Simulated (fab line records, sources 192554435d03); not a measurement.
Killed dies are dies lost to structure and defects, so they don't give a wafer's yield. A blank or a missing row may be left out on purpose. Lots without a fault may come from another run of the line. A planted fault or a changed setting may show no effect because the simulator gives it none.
Chamber matching | flow n5_finfet | N5_BEOL_M0_PRE_CLEAN_131 on cvd_co-02: 3 sister chambers
The step time 15 s. 6 wafers are shown with their chamber, then 12 later ones without.

WAFERS WITH THEIR CHAMBER
wafer  | chamber | heater_power_w (W)
L085.5 | 2       | 73
L086.4 | 1       | 145
L086.6 | 2       | 74
L087.3 | 0       | 96
L087.4 | 0       | 98
L087.6 | 1       | 150

WAFERS WITHOUT THEIR CHAMBER
wafer  | heater_power_w (W)
L091.1 | 76
L091.3 | 151
L091.6 | 97
L093.2 | 78
L093.4 | 151
L093.6 | 99
L094.1 | 98
L094.5 | 75
L094.6 | 96
L096.1 | 148
L096.2 | 98
L096.6 | 151

WHICH CHAMBER EACH WENT THROUGH
wafer  | from the rows above | in truth
L091.1 | 2                   | 2
L091.3 | 1                   | 1
L091.6 | 0                   | 0
L093.2 | 2                   | 2
L093.4 | 1                   | 1
L093.6 | 0                   | 0
L094.1 | 0                   | 0
L094.5 | 2                   | 2
L094.6 | 0                   | 0
L096.1 | 1                   | 1
L096.2 | 0                   | 0
L096.6 | 1                   | 1
Placed correctly: 12 of 12. Can't be placed from these rows: 0. Placed wrongly: 0.
How it was worked out, from the rows above alone: a wafer's distance from a chamber is the root of the sum, over the readings, of the square of ((its reading less the chamber's mean) divided by the reading's scatter). The wafer belongs to the nearest chamber; if the next one is less than 2 further off, it can't be placed. A chamber's mean is the mean of its shown wafers. The scatter: the root of (the sum of the squares of (reading less its chamber's mean) over the shown wafers, divided by (wafers less chambers)).
